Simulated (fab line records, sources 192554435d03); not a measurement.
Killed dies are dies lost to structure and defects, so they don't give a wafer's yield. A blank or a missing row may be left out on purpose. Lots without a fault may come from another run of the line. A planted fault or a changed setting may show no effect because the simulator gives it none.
Split-lot experiment | flow n5_finfet | 7 lots, 21 wafers read, on a route of 1938 steps

THE SPLIT
At N5_BEOL_M15_EXPOSE_07 (exposes mask V14), the setting dose_mj was moved away from the recipe's 41.25 on 9 of the 21 wafers read, by -6.8% to +2.1%. The other wafers ran this setting at the recipe's value.

FROM THE SPLIT TO THE READING: what the file shows between them, 11 steps
- N5_BEOL_M15_PEB_08: peb time 90 s
- N5_BEOL_M15_DEVELOP_09: develop time 45 s
- N5_BEOL_M15_HARDBAKE_14: time 120 s
- N5_BEOL_M15_CD_MEAS_10: target cd 360 nm
- N5_BEOL_M15_DESCUM_15: chemistry O2, time 7.9 s
- N5_BEOL_M15_ETCH_59: etches BARC in N2/H2, target depth 89 nm, overetch 26.7 nm, time 67.9 s
- N5_BEOL_M15_VIA_ETCH_16: etches SiO2 in C4F8/O2/Ar, target depth 1792.2 nm
- N5_BEOL_M15_STRIP_63: strips in O2
- N5_BEOL_M15_STRIP_64: strips in O2
- N5_BEOL_M15_STRIP_65: strips in post etch residue remover, time 60 s
- N5_BEOL_M15_SRD_66: time 30 s, dry time 30 s

THE READING
cd_nm, in nm, at N5_BEOL_M15_CD_MEAS_17 (target cd 360 nm). Fault-free wafers of this fab line usually give 362.0 nm, standard deviation 1.9 nm.

wafer  | tool, chamber at the split | dose_mj as run | against the recipe | cd_nm, nm | against lot-mates on the recipe
L075.3 | krf_scanner-01, 0          | 39.02          | -5.4%              | 350.4     | -12.2
L075.4 | krf_scanner-01, 0          | 41.25          | recipe             | 362.6     | -
L075.6 | krf_scanner-01, 0          | 39.02          | -5.4%              | 356.8     | -5.8
L074.2 | krf_scanner-02, 0          | 38.43          | -6.8%              | 351.5     | -11.4
L074.3 | krf_scanner-02, 0          | 38.43          | -6.8%              | 346.6     | -16.3
L074.6 | krf_scanner-02, 0          | 41.25          | recipe             | 362.9     | -
L083.3 | krf_scanner-01, 0          | 38.49          | -6.7%              | 348.8     | no lot-mate on the recipe
L083.4 | krf_scanner-01, 0          | 38.49          | -6.7%              | 351.1     | no lot-mate on the recipe
L083.5 | krf_scanner-01, 0          | 38.49          | -6.7%              | 351.3     | no lot-mate on the recipe
L087.4 | krf_scanner-01, 0          | 42.1           | +2.1%              | 365.5     | +8.1
L087.5 | krf_scanner-01, 0          | 42.1           | +2.1%              | 364.0     | +6.6
L087.6 | krf_scanner-01, 0          | 41.25          | recipe             | 357.4     | -
L086.1 | krf_scanner-01, 0          | 41.25          | recipe             | 364.6     | -
L086.2 | krf_scanner-01, 0          | 41.25          | recipe             | 363.6     | -
L086.4 | krf_scanner-01, 0          | 41.25          | recipe             | 364.0     | -
L091.2 | krf_scanner-01, 0          | 41.25          | recipe             | 363.1     | -
L091.3 | krf_scanner-01, 0          | 41.25          | recipe             | 363.7     | -
L091.5 | krf_scanner-01, 0          | 41.25          | recipe             | 361.3     | -
L093.3 | krf_scanner-01, 0          | 41.25          | recipe             | 364.7     | -
L093.5 | krf_scanner-01, 0          | 41.25          | recipe             | 360.2     | -
L093.6 | krf_scanner-01, 0          | 41.25          | recipe             | 361.0     | -

THE FIT
A straight line over all 21 wafers: cd_nm changes by +1.77 nm for each +1% of dose_mj; r = +0.94; the points scatter about the line by 2.2 nm.
The same after taking each lot's own level away (the mean of its wafers on the recipe; 18 wafers): +2.05 nm for each +1%; r = +0.94; scatter 2.1 nm.
On that fit, the largest move of dose_mj shifts the reading by 14 nm.
The lots' own levels span 357.40 to 364.07 nm, that is 3.5 times the standard deviation above.
So the lot-to-lot level changes the slope: the two fits differ.
Check: with one of the wafers moved furthest among these (-6.8%) left out of the fit, the line predicts -14.3 nm for it against its lot-mates. It came out at -11.4 nm against them.

THE WHOLE CHAIN: every reading that the file lists as answering this split, in the file's order
step                   | what it does     | reading | change (the file's fit)              | r (the file's)
N5_BEOL_M15_CD_MEAS_10 | target cd 360 nm | cd_nm   | +1.76 nm for each +1% of the setting | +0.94
N5_BEOL_M15_CD_MEAS_17 | target cd 360 nm | cd_nm   | +1.98 nm for each +1% of the setting | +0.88

THE FILE'S OWN FIT
cd_nm changes by +1.98 nm for each +1% of dose_mj, r = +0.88.
